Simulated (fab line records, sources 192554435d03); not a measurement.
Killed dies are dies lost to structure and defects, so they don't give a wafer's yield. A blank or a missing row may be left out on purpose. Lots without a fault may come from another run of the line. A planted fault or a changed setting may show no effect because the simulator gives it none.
fab line records | flow n5_finfet
record lots=14 wafers=42 last_day=19
route steps=1938 shown BEOL_M10@1483
lots that met no fault: from a run of the same line without faults
start_h: hours from the record's first day to the start of the lot's first wafer shown | wait_h: hours since the lot's step before | " the same as in the row above | L1.1+2: a row that stands for several wafers | - no value, or no start given | * or withheld: withheld | < > ~ a bound
route shown NAME@n: a module of which the file shows steps, and the number in the route of the first | usual: mean/standard deviation of fault-free wafers | same: alike in all rows | chamber/n: place in a boat | sites: the reading at each site | _std_site: their standard deviation | _edge_site: outer sites' mean less inner sites' | radius_mm: how far each site lies from the wafer's centre | mask NAME#n: copy n | behind: the tool/chamber that last shaped the wafer | hold: why the lot was held/for how many hours/how that ended | device: the transistor (n, p or np) that didn't switch | end of line: the same wafers' tests at the end of the route | a step without rows: its recipe alone | killed: dies lost to structure and defects at the first sort, not the wafer's yield | map: a wafer's dies, x killed, . not, _ none there
set.NAME: the setting as run; set.NAME@STEP: as run at that earlier step | model.NAME: the simulator's own value behind a step, which no gauge read
steps of the route over a sample of lots; a table a step, a row a wafer
services: from which hour (start_h, from the record's first day; less than 0 if before it) a tool's chamber was out of use, for how many hours, and why
## steps
# step N5_BEOL_M10_CD_MEAS_11
# recipe target_cd_nm=64.1 landing_energy_ev=500 detector=se_inlens polarity=opening
# usual cd_nm=64.2/0.58
# columns lot.wafer tool chamber start_h wait_h cd_nm
L266.1 cd_sem-01 0 221.34 - 64.4
L266.2 " 0 " " 64.7
L266.6 " 0 " " 64.7
L267.2 cd_sem-01 0 244.98 - 65.0
L267.3 " 0 " " 64.1
L267.5 " 0 " " 63.2
L271.1 cd_sem-01 0 254.66 - 64.6
L271.3 " 0 " " 64.7
L271.4 " 0 " " 65.0
L270.3 cd_sem-02 0 254.83 - 64.2
L270.4 " 0 " " 64.1
L270.6 " 0 " " 64.4
L268.3 cd_sem-02 0 255.53 - 63.5
L268.4 " 0 " " 64.9
L268.5 " 0 " " 63.2
L274.1 cd_sem-03 0 279.65 - 64.8
L274.2 " 0 " " 64.1
L274.4 " 0 " " 63.6
L280.1 cd_sem-02 0 332.24 - 64.5
L280.3 " 0 " " 64.2
L280.5 " 0 " " 63.2
L283.2 cd_sem-01 0 339.54 - 64.2
L283.4 " 0 " " 63.4
L283.5 " 0 " " 63.9
L284.1 cd_sem-03 0 366.60 - 64.2
L284.2 " 0 " " 64.2
L284.3 " 0 " " 64.6
L286.2 cd_sem-02 0 378.28 - 63.8
L286.3 " 0 " " 63.9
L286.4 " 0 " " 63.3
L285.1 cd_sem-01 0 385.99 - 64.0
L285.2 " 0 " " 64.1
L285.4 " 0 " " 64.4
L289.2 cd_sem-02 0 386.07 - 64.0
L289.4 " 0 " " 63.9
L289.6 " 0 " " 64.2
L288.2 cd_sem-01 0 390.19 - 64.7
L288.3 " 0 " " 65.0
L288.5 " 0 " " 63.8
L287.3 cd_sem-03 0 393.54 - 65.0
L287.4 " 0 " " 63.7
L287.5 " 0 " " 64.6
# step N5_BEOL_M10_EXPOSE_25
# recipe mask_id=V9 na=1.35 source_shape=annular sigma_inner=0.5 sigma_outer=0.8 polarization=unpolarized dose_mj=85.5
# usual exposure_dose_mJ_cm2=85.46/0.098 focus_offset_nm=0.0/0.56 na=1.35/0
# columns lot.wafer tool chamber start_h wait_h mask exposure_dose_mJ_cm2 focus_offset_nm na
L266.1 arfi_scanner-01 0 223.49 - V9#0 85.45 0.0 1.35
L266.2 " 0 " " V9#0 85.53 0.2 1.35
L266.6 " 0 " " V9#0 85.55 -0.1 1.35
L267.2 arfi_scanner-02 0 247.46 - V9#0 85.54 0.4 1.35
L267.3 " 0 " " V9#0 85.58 0.2 1.35
L267.5 " 0 " " V9#0 85.57 0.8 1.35
L271.1 arfi_scanner-01 0 255.61 - V9#0 85.48 -0.5 1.35
L271.3 " 0 " " V9#0 85.56 0.2 1.35
L271.4 " 0 " " V9#0 85.52 0.6 1.35
L270.3 arfi_scanner-01 - 255.91 - V9#0 - - -
L270.4 " - " " V9#0 - - -
L270.6 " - " " V9#0 - - -
L268.3 arfi_scanner-03 - 256.89 - V9#0 - - -
L268.4 " - " " V9#0 - - -
L268.5 " - " " V9#0 - - -
L274.1 arfi_scanner-03 0 281.21 - V9#0 85.54 0.3 1.35
L274.2 " 0 " " V9#0 85.51 0.0 1.35
L274.4 " 0 " " V9#0 85.44 0.0 1.35
L280.1 arfi_scanner-01 0 333.07 - V9#0 85.37 0.7 1.35
L280.3 " 0 " " V9#0 85.43 -0.1 1.35
L280.5 " 0 " " V9#0 85.42 -0.8 1.35
L283.2 arfi_scanner-03 0 340.24 - V9#0 85.46 0.1 1.35
L283.4 " 0 " " V9#0 85.30 -0.7 1.35
L283.5 " 0 " " V9#0 85.41 -0.4 1.35
L284.1 arfi_scanner-02 0 369.18 - V9#0 85.48 0.1 1.35
L284.2 " 0 " " V9#0 85.53 0.4 1.35
L284.3 " 0 " " V9#0 85.44 -0.6 1.35
L286.2 arfi_scanner-01 0 379.16 - V9#0 85.38 1.0 1.35
L286.3 " 0 " " V9#0 85.43 0.5 1.35
L286.4 " 0 " " V9#0 85.35 0.3 1.35
L285.1 arfi_scanner-02 0 388.75 - V9#0 85.57 -1.3 1.35
L285.2 " 0 " " V9#0 85.54 -0.8 1.35
L285.4 " 0 " " V9#0 85.47 -1.7 1.35
L289.2 arfi_scanner-02 0 388.80 - V9#0 85.44 -0.4 1.35
L289.4 " 0 " " V9#0 85.35 0.0 1.35
L289.6 " 0 " " V9#0 85.36 -0.7 1.35
L288.2 arfi_scanner-02 0 391.47 - V9#0 85.46 -0.3 1.35
L288.3 " 0 " " V9#0 85.45 0.2 1.35
L288.5 " 0 " " V9#0 85.47 0.1 1.35
L287.3 arfi_scanner-03 0 395.42 - V9#0 85.45 1.1 1.35
L287.4 " 0 " " V9#0 85.34 0.9 1.35
L287.5 " 0 " " V9#0 85.44 0.6 1.35
# step N5_BEOL_M10_DESCUM_33
# recipe chemistry=O2 time_s=7.9 source_power_w=50 bias_power_w=20 pressure_mtorr=20 rf_frequency_hz=2.712e+07 temp_c=40 resist=CAR-ArF o2_flow_sccm=225
# usual drypump_motor_current_A=5.5/0.31 oes_product_au=0.83/0.092 rf_vpp_V=243.4/1.6 showerhead_plenum_p_Torr=2.11/0.084 throttle_valve_pct=20.32/0.24
# columns lot.wafer tool chamber start_h wait_h drypump_motor_current_A oes_product_au rf_hours_counter_h rf_vpp_V showerhead_plenum_p_Torr throttle_valve_pct
L266.1 rie_diel-01 0 223.71 0.0 5.3 0.70 221 244.5 2.15 20.39
L266.2 " 3 " " 5.2 0.86 50 242.4 2.02 20.11
L266.6 " 1 " " 5.6 0.68 - 242.4 1.98 20.43
L267.2 rie_diel-03 3 247.67 0.0 5.4 0.83 79 243.7 2.14 20.64
L267.3 " 1 " " 5.8 0.96 4 243.1 2.15 20.39
L267.5 " 2 " " 4.9 0.88 - 245.6 2.23 20.52
L271.1 rie_diel-03 3 255.83 0.0 5.4 0.82 81 243.9 2.14 20.65
L271.3 " 0 " " 5.8 0.88 38 242.6 2.13 19.87
L271.4 " 1 " " 5.9 0.95 5 244.0 2.15 20.38
L270.3 rie_diel-04 0 256.28 0.2 5.5 0.70 245 242.2 2.06 20.44
L270.4 " 1 " " 5.9 0.70 226 241.3 1.97 20.32
L270.6 " 3 " " 5.2 0.71 - 242.8 2.07 20.38
L268.3 rie_diel-01 0 257.10 0.0 5.3 0.69 235 243.6 2.14 20.41
L268.4 " 3 " " 5.2 0.85 - 241.7 2.02 20.15
L268.5 " 1 " " 5.6 0.66 - 240.3 1.98 20.44
L274.1 rie_diel-03 1 281.43 0.0 5.8 0.93 13 242.8 2.15 20.40
L274.2 " 2 " " 4.9 0.87 52 245.5 2.23 20.53
L274.4 " 0 " " 5.8 0.87 46 243.5 2.12 19.89
L280.1 rie_diel-01 2 333.54 0.3 5.8 0.70 237 242.2 1.97 20.54
L280.3 " 3 " " 5.3 0.81 94 241.1 2.01 20.20
L280.5 " 3 " " 5.3 0.81 - 242.6 2.01 20.19
L283.2 rie_diel-03 0 340.53 0.1 5.8 0.86 60 245.1 2.12 19.90
L283.4 " 1 " " 5.8 0.89 35 245.6 2.14 20.43
L283.5 " 2 " " 4.9 0.84 - 243.5 2.22 20.57
L284.1 rie_diel-03 3 369.42 0.1 5.4 0.79 118 242.3 2.13 20.70
L284.2 " 1 " " 5.8 0.87 45 242.4 2.13 20.45
L284.3 " 2 " " 4.9 0.83 80 245.7 2.22 20.58
L286.2 rie_diel-03 1 379.37 0.0 5.8 0.86 47 243.0 2.13 20.45
L286.3 " 0 " " 5.8 0.84 72 242.2 2.12 19.93
L286.4 " 2 " " 4.9 0.83 82 245.1 2.22 20.58
L285.1 rie_diel-04 3 388.97 0.0 5.2 0.67 252 242.8 2.05 20.43
L285.2 " 2 " " 5.4 0.86 61 242.9 2.04 19.98
L285.4 " 0 " " 5.5 0.92 26 242.0 2.05 20.02
L289.2 rie_diel-01 3 389.02 0.0 5.2 0.78 114 240.3 2.00 20.24
L289.4 " 1 " " 5.6 0.89 - 244.2 2.23 20.09
L289.6 " 0 " " 5.3 0.91 - 244.4 2.13 20.02
L288.2 rie_diel-04 3 391.74 0.1 5.2 0.68 253 242.4 2.05 20.44
L288.3 " 0 " " 5.5 0.91 27 242.0 2.05 20.04
L288.5 " 0 " " 5.5 0.91 - 243.0 2.05 20.03
L287.3 rie_diel-04 0 395.62 0.0 5.5 0.90 28 241.0 2.05 20.04
L287.4 " 1 " " 5.9 0.90 19 243.7 2.22 20.09
L287.5 " 0 " " 5.5 0.90 - 243.5 2.05 20.04
# step N5_BEOL_M10_ETCH_66
# recipe chemistry=N2/H2 target=SOC target_depth_a=1200 overetch_a=240 mask_material=SiARC temp_c=40 time_s=180 ion_energy_ev=200 pressure_mtorr=30 source_w=840 bias_w=150 n2_flow_sccm=200 h2_flow_sccm=200
# usual drypump_motor_current_A=5.5/0.31 oes_product_au=0.67/0.069 rf_vpp_V=524.5/2.7 showerhead_plenum_p_Torr=2.56/0.097 throttle_valve_pct=17.71/0.24
# columns lot.wafer tool chamber start_h wait_h drypump_motor_current_A oes_product_au rf_hours_counter_h rf_vpp_V showerhead_plenum_p_Torr throttle_valve_pct
L266.1 rie_diel-01 0 223.80 0.0 5.3 0.57 221 525.8 2.62 17.95
L266.2 " 3 " " 5.3 0.69 50 522.8 2.47 17.48
L266.6 " 1 " " 5.6 0.55 - 520.9 2.40 17.77
L267.2 rie_diel-03 3 247.76 0.0 5.5 0.65 79 524.5 2.57 17.83
L267.3 " 1 " " 5.9 0.78 4 525.8 2.61 17.73
L267.5 " 2 " " 5.0 0.71 - 527.8 2.70 17.83
L271.1 rie_diel-03 3 255.91 0.0 5.4 0.64 81 525.3 2.57 17.83
L271.3 " 0 " " 5.8 0.70 38 525.0 2.60 17.35
L271.4 " 1 " " 5.8 0.76 5 525.5 2.61 17.76
L270.3 rie_diel-04 0 256.37 0.0 5.6 0.57 245 522.6 2.51 17.97
L270.4 " 1 " " 5.9 0.57 226 520.6 2.41 17.77
L270.6 " 3 " " 5.2 0.58 - 524.5 2.54 18.00
L268.3 rie_diel-01 0 257.18 0.0 5.4 0.57 235 525.4 2.61 17.96
L268.4 " 3 " " 5.2 0.68 - 521.9 2.46 17.50
L268.5 " 1 " " 5.6 0.55 - 520.4 2.39 17.79
L274.1 rie_diel-03 1 281.51 0.0 5.8 0.75 13 525.2 2.60 17.75
L274.2 " 2 " " 4.9 0.69 52 527.6 2.70 17.86
L274.4 " 0 " " 5.8 0.70 46 525.0 2.59 17.37
L280.1 rie_diel-01 2 333.62 0.0 5.8 0.57 237 520.3 2.40 17.96
L280.3 " 3 " " 5.3 0.65 94 523.5 2.45 17.56
L280.5 " 3 " " 5.2 0.64 - 521.4 2.45 17.58
L283.2 rie_diel-03 0 340.62 0.0 5.8 0.67 60 525.1 2.59 17.38
L283.4 " 1 " " 5.8 0.72 35 525.7 2.59 17.80
L283.5 " 2 " " 4.9 0.67 - 528.7 2.69 17.91
L284.1 rie_diel-03 3 369.50 0.0 5.4 0.63 118 523.4 2.56 17.89
L284.2 " 1 " " 5.8 0.70 45 525.2 2.59 17.83
L284.3 " 2 " " 4.9 0.67 80 527.6 2.68 17.92
L286.2 rie_diel-03 1 379.45 0.0 5.8 0.70 47 524.4 2.59 17.83
L286.3 " 0 " " 5.8 0.66 72 523.7 2.58 17.40
L286.4 " 2 " " 5.0 0.66 82 528.6 2.68 17.92
L285.1 rie_diel-04 3 389.06 0.0 5.2 0.55 252 522.6 2.51 18.07
L285.2 " 2 " " 5.4 0.69 61 524.0 2.47 17.30
L285.4 " 0 " " 5.5 0.74 26 521.9 2.49 17.54
L289.2 rie_diel-01 3 389.10 0.0 5.3 0.63 114 520.4 2.44 17.59
L289.4 " 1 " " 5.6 0.72 - 528.0 2.69 17.39
L289.6 " 0 " " 5.3 0.72 - 527.1 2.59 17.54
L288.2 rie_diel-04 3 391.83 0.0 5.2 0.55 253 522.9 2.51 18.07
L288.3 " 0 " " 5.5 0.74 27 522.6 2.49 17.54
L288.5 " 0 " " 5.5 0.74 - 523.1 2.49 17.54
L287.3 rie_diel-04 0 395.71 0.0 5.6 0.73 28 521.3 2.49 17.52
L287.4 " 1 " " 5.9 0.72 19 527.8 2.71 17.48
L287.5 " 0 " " 5.5 0.75 - 522.7 2.49 17.54
## services
# columns tool chamber start_h hours kind
arfi_scanner-01 - 200.44 4.8 pm
arfi_scanner-02 - 202.44 3.9 pm
arfi_scanner-03 - 219.60 4.9 pm
rie_diel-04 1 232.60 8.5 repair
arfi_scanner-02 - 233.82 1.3 pm
rie_diel-01 3 236.72 4.0 repair
arfi_scanner-01 - 247.26 1.0 pm
arfi_scanner-01 - 253.27 0.8 pm
rie_diel-04 2 262.52 29.1 repair
arfi_scanner-03 - 265.26 0.8 pm
arfi_scanner-01 - 280.75 3.9 pm
rie_diel-03 0 285.15 18.7 repair
arfi_scanner-02 - 313.83 2.7 repair
arfi_scanner-02 - 319.21 1.0 pm
arfi_scanner-02 - 348.49 1.0 pm
arfi_scanner-02 - 359.33 1.3 pm
arfi_scanner-01 - 360.00 4.9 pm
rie_diel-03 2 360.21 3.0 repair
arfi_scanner-02 - 370.94 1.9 repair
arfi_scanner-02 - 374.42 0.8 pm
arfi_scanner-02 - 377.27 0.7 repair
arfi_scanner-01 - 383.24 1.2 repair
arfi_scanner-01 - 386.45 21.0 pm
arfi_scanner-02 - 394.49 4.9 pm
## key
first_sign step=N5_BEOL_M10_EXPOSE_25 reading=tool_record direction=missing
effect none on later readings
met_at N5_BEOL_M10_EXPOSE_25
struck_lots L268,L270
later_rows_left_out L268.3,L268.4,L268.5,L270.3,L270.4,L270.6
sort_left_out L268.3,L268.4,L268.5,L270.3,L270.4,L270.6
not_acting_at N5_BEOL_M10_CD_MEAS_11,N5_BEOL_M10_DESCUM_33,N5_BEOL_M10_ETCH_66
onset_between 255.61 255.91
fault kind=skipped_step_whole tool=arfi_scanner-01,arfi_scanner-03 chamber=- onset_h=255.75 steps=N5_BEOL_M10_EXPOSE_25 scope=struck_lots_only
# sort_left_out: the simulated sort isn't trusted on such a fault, so these wafers' sort isn't shown, and their yield isn't known
# later_rows_left_out: the simulator's readings of these wafers behind a module that went badly wrong aren't trusted and aren't shown, but for the sort
